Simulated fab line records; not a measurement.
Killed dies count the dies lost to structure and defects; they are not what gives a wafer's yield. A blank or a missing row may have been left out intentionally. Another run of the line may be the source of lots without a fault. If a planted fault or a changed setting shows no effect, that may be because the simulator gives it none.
The tool behind it: which one?	flow n5Finfet	Sampling: 11 lots, 33 wafers, 5 of 1938 route steps

## WHAT THE GAUGES SHOWED, per wafer
N5_BEOL_M15_CD_MEAS_10: target cd 360 nm. Usual: cdNm at 360.6 nm, with a standard deviation of 1.3.
lot	measured	on	cdNm (nm)	flag
L688	day 11 02:31	cdSem-01	362.3 361.8 361.1	
L689	day 11 16:31	cdSem-03	362.3 361.0 362.5	
L692	day 11 22:35	cdSem-01	361.3 361.1 361.6	
L697	day 13 08:37	cdSem-03	361.4 361.4 362.3	
L699	day 14 02:29	cdSem-02	360.7 361.8 361.0	
L702	day 14 13:37	cdSem-01	360.7 360.9 360.9	
L700	day 14 16:52	cdSem-02	358.9 358.1 359.6	
L705	day 15 11:46	cdSem-02	360.7 361.6 360.7	
L707	day 16 00:27	cdSem-01	361.2 359.7 359.6	
L706	day 16 00:57	cdSem-03	359.7 360.6 359.1	
L711	day 17 05:23	cdSem-01	358.1 358.7 359.3	

N5_BEOL_M15_OVL_MEAS_11. Usual: for V14_OVL the level is -1 nm and the standard deviation is 6.2.
lot	measured	on	V14_OVL (nm)	flag
L688	day 11 02:32	overlay-01	1 1 7	
L689	day 11 16:33	overlay-01	-5 -7 -3	
L692	day 11 22:38	overlay-02	-14 -7 -7	
L697	day 13 08:38	overlay-02	2 -7 7	
L699	day 14 02:31	overlay-01	-11 -2 -2	
L702	day 14 13:39	overlay-01	-13 -3 2	
L700	day 14 16:53	overlay-02	-7 -12 -4	
L705	day 15 11:47	overlay-02	0 -5 -2	
L707	day 16 00:29	overlay-02	0 -5 -4	
L706	day 16 00:59	overlay-01	6 5 10	
L711	day 17 05:25	overlay-01	3 9 -2	

N5_BEOL_M15_INSPECT_30: inspects for defects (macro). Usual: rawDefectCount at 2.2, with a standard deviation of 1.5.
lot	measured	on	rawDefectCount	flag
L688	day 11 04:26	defectInspect-01	3 2 1	
L689	day 11 18:02	defectInspect-02	4 0 2	
L692	day 12 00:36	defectInspect-02	3 0 2	
L697	day 13 10:10	defectInspect-01	2 0 2	
L699	day 14 04:08	defectInspect-02	2 4 0	
L702	day 14 15:08	defectInspect-02	1 0 1	
L700	day 14 18:31	defectInspect-01	1 5 0	
L705	day 15 13:42	defectInspect-02	>300 3 2	
L707	day 16 02:19	defectInspect-02	4 1 >300	
L706	day 16 02:31	defectInspect-01	2 5 1	
L711	day 17 07:01	defectInspect-02	5 1 0	

## WHICH TOOL RAN EACH LOT (tool, then ch and the chambers of the sampled wafers, then the start)
lot	N5_BEOL_M15_STRIP_63	N5_BEOL_M15_STRIP_65
L688	rieDiel-05 ch 0,1,2, day 11 03:07 or earlier	wetBench-04 ch 0,4,6, day 11 03:07
L689	rieDiel-06 ch 0,1,3, day 11 17:02 or earlier	wetBench-04 ch 2,3,4, day 11 17:02
L692	rieDiel-05 ch 1,2, day 11 23:22 or earlier	wetBench-04 ch 0,1,2, day 11 23:22
L697	rieDiel-06 ch 0,2, day 13 09:10 or earlier	wetBench-01 ch 0,1,2, day 13 09:10
L699	rieDiel-05 ch 1,2,3, day 14 03:01 or earlier	wetBench-01 ch 1,2,4, day 14 03:01
L702	rieDiel-03 ch 0,1,2, day 14 14:09 or earlier	wetBench-03 ch 0,4,7, day 14 14:09
L700	rieDiel-05 ch 0,1,2, day 14 17:28 or earlier	wetBench-03 ch 2,6,7, day 14 17:28
L705	rieDiel-05 ch 0,1,2, day 15 12:17 or earlier	wetBench-03 ch 0,1,7, day 15 12:17
L707	rieDiel-03 ch 1,2,3, day 16 00:59 or earlier	wetBench-03 ch 0,6,7, day 16 00:59
L706	rieDiel-06 ch 0,3, day 16 01:31 or earlier	wetBench-01 ch 0,4,7, day 16 01:31
L711	rieDiel-06 ch 0,3, day 17 05:55 or earlier	wetBench-01 ch 2,5,6, day 17 05:55
- N5_BEOL_M15_STRIP_63: strips in O2.
- N5_BEOL_M15_STRIP_65: strips in post etch residue remover, time 60 s.

## AS READ BY THE TOOLS THEMSELVES (means over the sampled wafers that have a number; for cases with no such wafer, the mark the record gives instead)
N5_BEOL_M15_STRIP_63. Usual: drypumpMotorCurrentA 5.5 A, standard deviation 0.51; oesProductAu 0.79 a.u., standard deviation 0.088; rfVppV 3.6 V, standard deviation 0.76; showerheadPlenumPTorr 2.09 Torr, standard deviation 0.064; throttleValvePct 16.66 %, standard deviation 0.25.
lot	tool	drypumpMotorCurrentA (A)	oesProductAu (a.u.)	rfVppV (V)	showerheadPlenumPTorr (Torr)	throttleValvePct (%)	flag
L688	rieDiel-05	5.6	0.89	3.3	2.12	16.55	
L689	rieDiel-06	5.9	0.81	3.8	2.08	16.70	
L692	rieDiel-05	5.9	0.94	3.3	2.12	16.62	
L697	rieDiel-06	5.6	0.73	3.9	2.00	17.01	
L699	rieDiel-05	5.7	0.83	3.1	2.15	16.68	
L702	rieDiel-03	5.1	0.73	3.8	2.11	16.58	
L700	rieDiel-05	5.6	0.84	3.5	2.11	16.61	
L705	rieDiel-05	5.6	0.83	3.5	2.11	16.62	
L707	rieDiel-03	5.0	0.87	3.2	2.09	16.38	
L706	rieDiel-06	5.9	0.75	4.1	2.03	16.83	
L711	rieDiel-06	6.4	0.76	3.3	2.07	16.69	

## THE ANSWER, worked out from the rows above alone
Rule: lot off if the mean of its wafers having a number is beyond 3 standard deviations from the usual mean. Also off: a lot with no number at a reading for which 4 or more lots have one. Where the step has rows for the other lots, those lots are counted as sound. After the gauges, taken in route order, come the tools' own readings; for these a lot's mean is taken, as printed above. At the first step where some lot is off, the reading lying furthest off is the one used; lots without a number count as furthest.
No lot is off on any of the readings shown, so nothing can be concluded from this.

## WHAT THE SIMULATOR HAD PUT IN
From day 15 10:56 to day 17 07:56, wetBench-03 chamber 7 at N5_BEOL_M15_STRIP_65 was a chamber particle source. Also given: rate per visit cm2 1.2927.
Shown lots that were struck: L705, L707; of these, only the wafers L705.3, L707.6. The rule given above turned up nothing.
